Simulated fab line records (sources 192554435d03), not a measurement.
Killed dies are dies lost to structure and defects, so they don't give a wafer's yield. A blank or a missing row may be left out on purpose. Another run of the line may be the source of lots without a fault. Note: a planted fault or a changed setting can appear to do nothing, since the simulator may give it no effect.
Chamber matching -- flow n5-finfet -- 4 sister chambers for N5_PMOS_HMC_CHANNEL_EPI_STRIP_33 on rie-diel-06
The step strips in N2/H2. 4 wafers are shown with their chamber, then 7 later ones without.

## WAFERS PAIRED WITH THEIR CHAMBERS
wafer,chamber,showerhead-plenum-p-Torr (Torr)
L085.4,1,3.42
L085.6,3,3.54
L091.1,2,3.35
L091.3,0,3.28

## WAFERS MISSING THEIR CHAMBER
wafer,showerhead-plenum-p-Torr (Torr)
L091.4,3.28
L092.2,3.28
L092.5,3.41
L092.6,3.28
L096.1,3.41
L096.2,3.27
L096.4,3.53

## EACH ONE'S CHAMBER
wafer,from the rows above,in truth
L091.4,0,0
L092.2,0,0
L092.5,1,1
L092.6,0,0
L096.1,1,1
L096.2,0,0
L096.4,3,3
7 of 7 placed correctly. Can't be placed from these rows: 0. 0 placed wrongly.
How it was worked out, from the rows above alone: a wafer's distance from a chamber is the root of the sum, over the readings, of the square of ((its reading less the chamber's mean) divided by the reading's scatter). If the next closest chamber is less than 2 further off than the closest, the wafer can't be placed; otherwise it belongs to the closest. The mean given for a chamber averages the wafers shown for that chamber. The scatter: root of mean squared gap, hidden wafer to nearest shown wafer, with one shown wafer a chamber.
